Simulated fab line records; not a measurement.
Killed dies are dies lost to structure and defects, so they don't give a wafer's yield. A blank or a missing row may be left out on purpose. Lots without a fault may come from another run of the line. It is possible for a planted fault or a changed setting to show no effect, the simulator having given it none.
Problem report, 8D (eight disciplines) form, completed by code -- flow n5Finfet -- the parts of the form that need people (team, actions taken, sign-off) are left out

## 1. WHAT IS WRONG
Wafers without a fault read 17.11 nm, standard deviation 0.23; cdNm at N5_BEOL_M1_CD_MEAS_11 reads a mean of 18.44 nm on 6 wafers belonging to 2 lots. That is +5.8 standard deviations from the usual mean.
The step: target cd 17.05 nm.
First seen on wafer L118.1, day 8 23:18, on cdSem-03. Wafers with a number at this step in the record: 27, from 9 lots. The rule behind "out" and "out of limits": a value lying over 4 standard deviations away from the usual mean. Any other wafer with a number is counted as sound.

## 2. WHAT THIS IS AND IS NOT
question,is,is not
which readings at this step,cdNm,-
which lots,"L118, L120","L107, L108, L110, L115, L119, L126, L127"
which wafers of those lots,all that have a number,-
read on which gauges,"cdSem-02, cdSem-03",cdSem-01
when,from day 8 23:18,"up to then (12 sound wafers); but 9 sound wafers of L119, L126, L127 came after"

## 3. WHAT RULES OUT EACH SUSPECT
Counting: a tool stays on the suspect list if, at a process step up to the reading, it processed all lots that are out and no sound lot following the first of them.
- the gauge at N5_BEOL_M1_CD_MEAS_11: ruled out. The wafers that are out were read on 2 gauges (cdSem-02, cdSem-03).
- pvdSputter-03 at N5_BEOL_M0_ANNEAL_117 (time 60 s): ruled out as a lasting fault. Sound lots L126 ran on it after its first lot that is out, L118 (day 8 19:23).
- euvScanner-02 at N5_BEOL_M1_EXPOSE_08 (exposes mask M1): kept. All lots that are out passed through it, beginning with L118 at day 8 23:11, and no sound lot followed; its final sound lot before that point was L115 at day 8 01:19. Out on those wafers are its own readings of exposureDoseMJCm2.
The count leaves euvScanner-02 at N5_BEOL_M1_EXPOSE_08.

## 4. THE CAUSE (what the simulator had put in)
Drift in process parameters on euvScanner-02 at N5_BEOL_M1_EXPOSE_08, starting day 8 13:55. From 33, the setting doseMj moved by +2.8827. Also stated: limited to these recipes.
Only this tool survived the counting.

## 5. SEQUENCE OF EFFECTS, ordered by route
Rows list readings where the struck wafers' mean (over those with a number) sits beyond 3 standard deviations from the usual. Only readings for which the record gives a usual standard deviation are gone through. hours: the time from each lot's start at the first step in this table that gives one to its start at this step, as a median over the lots. sigmas: the change in usual standard deviations.
hours,step,reading,usual,on struck wafers,change,sigmas
0,N5_BEOL_M1_EXPOSE_08,exposureDoseMJCm2,32.95,35.61,+2.66,+43
0,N5_BEOL_M1_CD_MEAS_11,cdNm,17.11 nm,18.44,+1.33,+5.8
1,N5_BEOL_M1_CD_MEAS_18,cdNm,18.03 nm,19.58,+1.55,+5.2
137,N5_PASSIVATION_PROBE_49,defectLimitedYield,91.3 %,0.1,-91.2,-61
137,N5_PASSIVATION_PROBE_49,killed_at_M0_to_M3,35,1103,+1068,+99 or more
137,N5_PASSIVATION_PROBE_49,killedDies,102,1179,+1077,+60
137,N5_PASSIVATION_PROBE_49,killedOnRim,13,152,+139,+35
137,N5_PASSIVATION_PROBE_49,sort_bin_5_function,5.1 %,38.8,+33.7,+34
137,N5_PASSIVATION_PROBE_49,sortNPass,1078,1,-1077,-60
137,N5_PASSIVATION_PROBE_49,sortYieldPct,91.3 %,0.1,-91.2,-61
Process steps it contains:
- N5_BEOL_M1_EXPOSE_08: exposes mask M1.
- N5_PASSIVATION_PROBE_49

## 6. HOW IT WOULD HAVE BEEN CAUGHT EARLIER
Counted from the fault's start at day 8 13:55, it took 9 hours until the first out-of-limits reading at a measuring or inspecting step in this record, taken at day 8 23:18.
The tool's own readings at N5_BEOL_M1_EXPOSE_08 were out on every struck wafer that the step has a row for (exposureDoseMJCm2): an alarm limit on them would have fired on the first of those.
Of the lots that are out (2), L120 began N5_BEOL_M1_EXPOSE_08 on euvScanner-02 after day 8 23:18. A tool hold placed at that time would have kept it from harm.
